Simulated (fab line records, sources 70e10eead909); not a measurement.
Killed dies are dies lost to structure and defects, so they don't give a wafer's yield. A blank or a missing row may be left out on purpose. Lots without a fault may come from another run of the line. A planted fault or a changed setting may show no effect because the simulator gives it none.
Chamber matching | flow nand_harc | NHARC_A_STAIRCASE_TRIM_12 on rie_diel-10: 4 sister chambers
The step chemistry O2, time 211.2 s. 8 wafers are shown with their chamber, then 8 later ones without.

WAFERS WITH THEIR CHAMBER
wafer  | chamber | drypump_motor_current_A (A) | showerhead_plenum_p_Torr (Torr)
L083.4 | 2       | 5.8                         | 3.47
L088.6 | 0       | 5.7                         | 3.43
L089.5 | 2       | 5.8                         | 3.46
L089.6 | 1       | 5.0                         | 3.56
L090.1 | 0       | 5.8                         | 3.43
L090.2 | 3       | 6.2                         | 3.45
L090.4 | 1       | 5.1                         | 3.56
L091.1 | 3       | 6.2                         | 3.45

WAFERS WITHOUT THEIR CHAMBER
wafer  | drypump_motor_current_A (A) | showerhead_plenum_p_Torr (Torr)
L091.3 | 5.8                         | 3.46
L091.4 | 5.8                         | 3.43
L094.3 | 5.8                         | 3.42
L094.4 | 6.2                         | 3.44
L094.6 | 5.8                         | 3.45
L095.1 | 5.8                         | 3.42
L095.2 | 6.2                         | 3.44
L095.4 | 5.1                         | 3.55

WHICH CHAMBER EACH WENT THROUGH
wafer  | from the rows above     | in truth
L091.3 | 2                       | 2
L091.4 | 0                       | 0
L094.3 | 0                       | 0
L094.4 | 3                       | 3
L094.6 | can't be placed: 2 or 0 | 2
L095.1 | 0                       | 0
L095.2 | 3                       | 3
L095.4 | 1                       | 1
Placed correctly: 7 of 8. Can't be placed from these rows: 1 (the true chamber is among the candidates in 1). Placed wrongly: 0.
How it was worked out, from the rows above alone: a wafer's distance from a chamber is the root of the sum, over the readings, of the square of ((its reading less the chamber's mean) divided by the reading's scatter). The wafer belongs to the nearest chamber; if the next one is less than 2 further off, it can't be placed. A chamber's mean is the mean of its shown wafers. The scatter: the root of (the sum of the squares of (reading less its chamber's mean) over the shown wafers, divided by (wafers less chambers)).
